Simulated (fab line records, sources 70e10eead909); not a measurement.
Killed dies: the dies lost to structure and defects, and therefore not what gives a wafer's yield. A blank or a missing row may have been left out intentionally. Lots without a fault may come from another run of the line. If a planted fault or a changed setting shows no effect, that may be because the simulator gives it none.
The tool behind it: which one? + flow nand_harc + 22 lots with 66 wafers sampled at 4 steps, on a route of 1159 steps

WHAT THE GAUGES READ, wafer by wafer
NHARC_P_M1_OVL_MEAS_10: pitch 260 nm.
| lot  | measured     | on         | overlay_x_nm (nm) | overlay_y_nm (nm) |
|------|--------------|------------|-------------------|-------------------|
| L075 | day 6 12:15  | overlay-02 | -0.2 -1.0 -0.8    | 0.6 0.3 0.2       |
| L076 | day 6 17:35  | overlay-01 | 0.3 0.2 0.5       | -0.7 -0.6 0.1     |
| L077 | day 6 18:19  | overlay-01 | -1.2 -1.3 -1.3    | -0.2 -0.2 0.0     |
| L079 | day 7 01:54  | overlay-02 | -0.2 -0.2 -0.8    | 0.8 0.2 0.4       |
| L078 | day 7 06:48  | overlay-02 | 1.1 1.0 0.6       | 0.6 0.3 0.2       |
| L081 | day 7 17:22  | overlay-02 | -0.5 -0.4 0.2     | 1.5 1.7 0.7       |
| L082 | day 7 17:31  | overlay-02 | 0.5 0.5 0.6       | -0.2 -0.2 0.3     |
| L080 | day 7 18:10  | overlay-01 | 0.3 -0.3 0.0      | 0.8 0.5 -0.2      |
| L083 | day 8 04:59  | overlay-02 | 0.3 0.3 0.4       | 0.4 -0.4 0.0      |
| L084 | day 8 06:27  | overlay-02 | 0.7 1.1 0.1       | -1.4 -1.1 -0.6    |
| L086 | day 9 05:25  | overlay-01 | -0.5 -0.4 -0.2    | 1.0 0.4 0.5       |
| L085 | day 9 06:41  | overlay-01 | -1.1 -1.8 -1.6    | -0.5 -0.8 -0.8    |
| L087 | day 9 08:43  | overlay-01 | -0.7 -0.9 -0.8    | 0.1 0.1 0.8       |
| L089 | day 10 01:09 | overlay-01 | -1.3 -0.9 -1.1    | -0.4 -0.7 -0.1    |
| L090 | day 10 08:13 | overlay-02 | 1.9 1.8 2.3       | 0.7 0.9 0.6       |
| L091 | day 10 09:17 | overlay-01 | -0.6 -0.3 -0.7    | -1.1 -1.1 -1.0    |
| L093 | day 10 10:55 | overlay-02 | -1.2 -0.5 -1.4    | -0.1 -0.1 -0.3    |
| L092 | day 10 11:50 | overlay-01 | -1.7 -2.1 -1.3    | -0.8 -0.5 -0.7    |
| L095 | day 11 07:29 | overlay-01 | 0.3 0.9 0.9       | 0.3 0.1 0.2       |
| L094 | day 11 07:55 | overlay-01 | -0.1 -0.1 0.1     | -0.7 -1.0 -1.0    |
| L096 | day 11 15:05 | overlay-02 | 0.2 -0.1 0.3      | -1.0 -1.1 -1.0    |
| L097 | day 11 18:40 | overlay-02 | -0.5 -0.6 -0.3    | -0.3 0.5 0.0      |

WHICH TOOL RAN EACH LOT (tool, then ch and the chambers of the sampled wafers, then the start)
| lot  | NHARC_P_CONTACT_ETCH_35            | NHARC_P_CONTACT_DEGAS_38     | NHARC_P_CONTACT_PVD_32                  |
|------|------------------------------------|------------------------------|-----------------------------------------|
| L075 | rie_diel-12 ch 1,2,3, day 5 19:31  | pvd_sputter-02, day 5 21:05  | pvd_sputter-02, day 6 12:15 or earlier  |
| L076 | rie_diel-11 ch 0,1,3, day 6 08:11  | pvd_sputter-02, day 6 09:41  | pvd_sputter-02, day 6 17:35 or earlier  |
| L077 | rie_diel-11 ch 0,3, day 6 09:28    | pvd_sputter-02, day 6 10:57  | pvd_sputter-02, day 6 18:19 or earlier  |
| L079 | rie_diel-11 ch 0,1,2, day 6 14:36  | pvd_sputter-03, day 6 16:08  | pvd_sputter-03, day 7 01:54 or earlier  |
| L078 | rie_diel-01 ch 0,2, day 6 15:26    | pvd_sputter-02, day 6 16:56  | pvd_sputter-02, day 7 06:48 or earlier  |
| L081 | rie_diel-11 ch 0,1,3, day 7 08:40  | pvd_sputter-03, day 7 10:13  | pvd_sputter-03, day 7 17:22 or earlier  |
| L082 | rie_diel-01 ch 0,1,2, day 7 08:55  | pvd_sputter-01, day 7 10:31  | pvd_sputter-01, day 7 17:31 or earlier  |
| L080 | rie_diel-11 ch 0,1,2, day 7 09:38  | pvd_sputter-03, day 7 11:08  | pvd_sputter-03, day 7 18:10 or earlier  |
| L083 | rie_diel-01 ch 1,2,3, day 7 19:37  | pvd_sputter-03, day 7 21:08  | pvd_sputter-03, day 8 04:59 or earlier  |
| L084 | rie_diel-01 ch 1,2, day 7 20:52    | pvd_sputter-02, day 7 22:25  | pvd_sputter-02, day 8 06:27 or earlier  |
| L086 | rie_diel-11 ch 0,1,3, day 8 20:52  | pvd_sputter-02, day 8 22:23  | pvd_sputter-02, day 9 05:25 or earlier  |
| L085 | rie_diel-01 ch 1,2, day 8 21:45    | pvd_sputter-01, day 8 23:33  | pvd_sputter-01, day 9 06:41 or earlier  |
| L087 | rie_diel-12 ch 0,1, day 8 22:48    | pvd_sputter-02, day 9 01:14  | pvd_sputter-02, day 9 08:43 or earlier  |
| L089 | rie_diel-11 ch 1,2, day 9 08:41    | pvd_sputter-01, day 9 10:12  | pvd_sputter-01, day 10 01:09 or earlier |
| L090 | rie_diel-01 ch 0,1, day 9 16:35    | pvd_sputter-03, day 9 18:05  | pvd_sputter-03, day 10 08:13 or earlier |
| L091 | rie_diel-11 ch 0,1,3, day 9 21:56  | pvd_sputter-03, day 9 23:29  | pvd_sputter-03, day 10 09:17 or earlier |
| L093 | rie_diel-11 ch 1,2, day 10 02:52   | pvd_sputter-03, day 10 04:23 | pvd_sputter-03, day 10 10:55 or earlier |
| L092 | rie_diel-11 ch 1,3, day 10 03:53   | pvd_sputter-03, day 10 05:24 | pvd_sputter-03, day 10 11:50 or earlier |
| L095 | rie_diel-01 ch 0,2,3, day 10 20:19 | pvd_sputter-01, day 10 21:49 | pvd_sputter-01, day 11 07:29 or earlier |
| L094 | rie_diel-11 ch 0,2,3, day 10 20:53 | pvd_sputter-02, day 10 22:34 | pvd_sputter-02, day 11 07:55 or earlier |
| L096 | rie_diel-11 ch 0,1,2, day 11 03:29 | pvd_sputter-03, day 11 04:59 | pvd_sputter-03, day 11 15:05 or earlier |
| L097 | rie_diel-01 ch 0,1, day 11 04:02   | pvd_sputter-03, day 11 05:55 | pvd_sputter-03, day 11 18:40 or earlier |
- NHARC_P_CONTACT_ETCH_35: etches the open film in CF4, target depth 39 nm, time 65 s.
- NHARC_P_CONTACT_DEGAS_38: time 60 s.
- NHARC_P_CONTACT_PVD_32: deposits Ti, target thk 5 nm, time 17.7 s.

WHAT THE TOOLS THEMSELVES READ (means of the sampled wafers that have a number; where no wafer has one, the mark that the record gives instead)
NHARC_P_CONTACT_ETCH_35.
| lot  | tool        | chamber_pressure_mTorr (mTorr) | drypump_motor_current_A (A) | oes_product_au (a.u.) | rf_vpp_V (V) | showerhead_plenum_p_Torr (Torr) | throttle_valve_pct (%) |
|------|-------------|--------------------------------|-----------------------------|-----------------------|--------------|---------------------------------|------------------------|
| L075 | rie_diel-12 | 49.95                          | 5.6                         | 1.005                 | 151.7        | 1.84                            | 13.285                 |
| L076 | rie_diel-11 | 50.00                          | 5.9                         | 0.997                 | 151.8        | 1.75                            | 13.287                 |
| L077 | rie_diel-11 | 49.98                          | 6.3                         | 0.996                 | 151.2        | 1.69                            | 13.289                 |
| L079 | rie_diel-11 | 50.05                          | 5.8                         | 1.000                 | 150.8        | 1.77                            | 13.281                 |
| L078 | rie_diel-01 | 50.04                          | 5.5                         | 0.992                 | 151.5        | 1.79                            | 13.280                 |
| L081 | rie_diel-11 | 49.98                          | 5.9                         | 0.995                 | 151.4        | 1.75                            | 13.284                 |
| L082 | rie_diel-01 | 50.02                          | 5.3                         | 0.997                 | 151.0        | 1.76                            | 13.280                 |
| L080 | rie_diel-11 | 50.00                          | 5.8                         | 1.003                 | 152.2        | 1.77                            | 13.275                 |
| L083 | rie_diel-01 | 50.01                          | 5.3                         | 0.999                 | 151.4        | 1.77                            | 13.286                 |
| L084 | rie_diel-01 | 50.03                          | 5.4                         | 0.993                 | 151.4        | 1.77                            | 13.283                 |
| L086 | rie_diel-11 | 50.03                          | 5.9                         | 0.998                 | 151.6        | 1.74                            | 13.284                 |
| L085 | rie_diel-01 | 50.03                          | 5.4                         | 1.011                 | 151.9        | 1.77                            | 13.285                 |
| L087 | rie_diel-12 | 49.98                          | 5.8                         | 1.002                 | 151.0        | 1.73                            | 13.283                 |
| L089 | rie_diel-11 | 50.01                          | 5.3                         | 0.993                 | 152.7        | 1.82                            | 13.283                 |
| L090 | rie_diel-01 | 50.03                          | 5.3                         | 1.003                 | 151.2        | 1.76                            | 13.292                 |
| L091 | rie_diel-11 | 50.01                          | 5.9                         | 0.998                 | 151.2        | 1.74                            | 13.290                 |
| L093 | rie_diel-11 | 49.96                          | 5.3                         | 1.000                 | 151.6        | 1.82                            | 13.282                 |
| L092 | rie_diel-11 | 50.02                          | 5.4                         | 0.997                 | 151.5        | 1.80                            | 13.284                 |
| L095 | rie_diel-01 | 50.03                          | 5.4                         | 1.000                 | 152.2        | 1.80                            | 13.292                 |
| L094 | rie_diel-11 | 50.04                          | 6.2                         | 1.013                 | 150.2        | 1.71                            | 13.281                 |
| L096 | rie_diel-11 | 50.02                          | 5.7                         | 0.999                 | 151.1        | 1.77                            | 13.273                 |
| L097 | rie_diel-01 | 50.00                          | 5.2                         | 1.001                 | 151.2        | 1.73                            | 13.277                 |

NHARC_P_CONTACT_DEGAS_38.
| lot  | tool           | heater_power_w (W) |
|------|----------------|--------------------|
| L075 | pvd_sputter-02 | 489                |
| L076 | pvd_sputter-02 | 495                |
| L077 | pvd_sputter-02 | 528                |
| L079 | pvd_sputter-03 | 470                |
| L078 | pvd_sputter-02 | 443                |
| L081 | pvd_sputter-03 | 470                |
| L082 | pvd_sputter-01 | 432                |
| L080 | pvd_sputter-03 | 501                |
| L083 | pvd_sputter-03 | 454                |
| L084 | pvd_sputter-02 | 457                |
| L086 | pvd_sputter-02 | 451                |
| L085 | pvd_sputter-01 | 473                |
| L087 | pvd_sputter-02 | 452                |
| L089 | pvd_sputter-01 | 517                |
| L090 | pvd_sputter-03 | 472                |
| L091 | pvd_sputter-03 | 497                |
| L093 | pvd_sputter-03 | 478                |
| L092 | pvd_sputter-03 | 466                |
| L095 | pvd_sputter-01 | 476                |
| L094 | pvd_sputter-02 | 462                |
| L096 | pvd_sputter-03 | 496                |
| L097 | pvd_sputter-03 | 481                |

NHARC_P_CONTACT_PVD_32.
| lot  | tool           | cathode_dc_power_W (W) | chamber_pressure_pa (Pa) | throttle_valve_pct (%) |
|------|----------------|------------------------|--------------------------|------------------------|
| L075 | pvd_sputter-02 | 5000.4                 | 5.003                    | 30.8                   |
| L076 | pvd_sputter-02 | 5000.1                 | 5.001                    | 30.5                   |
| L077 | pvd_sputter-02 | 4999.6                 | 5.000                    | 30.3                   |
| L079 | pvd_sputter-03 | 5000.0                 | 4.997                    | 29.3                   |
| L078 | pvd_sputter-02 | 5000.1                 | 4.991                    | 30.7                   |
| L081 | pvd_sputter-03 | 4999.4                 | 5.000                    | 30.1                   |
| L082 | pvd_sputter-01 | 5000.2                 | 4.997                    | 29.3                   |
| L080 | pvd_sputter-03 | 5000.0                 | 5.005                    | 29.8                   |
| L083 | pvd_sputter-03 | 4999.9                 | 5.001                    | 29.8                   |
| L084 | pvd_sputter-02 | 4999.0                 | 5.001                    | 30.9                   |
| L086 | pvd_sputter-02 | 5000.4                 | 5.007                    | 31.4                   |
| L085 | pvd_sputter-01 | 4999.8                 | 4.999                    | 30.8                   |
| L087 | pvd_sputter-02 | 4999.3                 | 5.011                    | 30.2                   |
| L089 | pvd_sputter-01 | 5000.6                 | 4.996                    | 31.0                   |
| L090 | pvd_sputter-03 | 5000.2                 | 5.001                    | 29.5                   |
| L091 | pvd_sputter-03 | 5000.3                 | 5.008                    | 29.9                   |
| L093 | pvd_sputter-03 | 5000.8                 | 4.999                    | 29.5                   |
| L092 | pvd_sputter-03 | 5000.3                 | 5.003                    | 30.1                   |
| L095 | pvd_sputter-01 | 4999.5                 | 4.997                    | 29.7                   |
| L094 | pvd_sputter-02 | 4999.9                 | 5.000                    | 31.0                   |
| L096 | pvd_sputter-03 | 5000.3                 | 4.994                    | 29.5                   |
| L097 | pvd_sputter-03 | 4999.9                 | 5.003                    | 29.4                   |

THE ANSWER, worked out from the rows above alone
Rule: usual is defined by the lots themselves. The widest of any qualifying gaps counts: lots, ordered by their means at a reading, are off when they make up no more than a third of the lots, leave a main group of 4 or more, and stand apart from it by 3 or more times the standard deviation of that group's means. The tables above print the reading to a certain number of digits; a main group whose means all agree to those digits is not used. A lot without any number at a reading at which 4 lots or more have one is off too. Where the step has rows for the other lots, those lots are counted as sound. First the gauges in route order, then the tools' own readings, where a lot's mean is used as printed above. The first step at which some lot is off is used, and at that step the reading that is off furthest; a lot without a number counts as furthest.
Nothing can be told from this: no lot is off at any reading shown.

WHAT WAS PUT IN BY THE SIMULATOR
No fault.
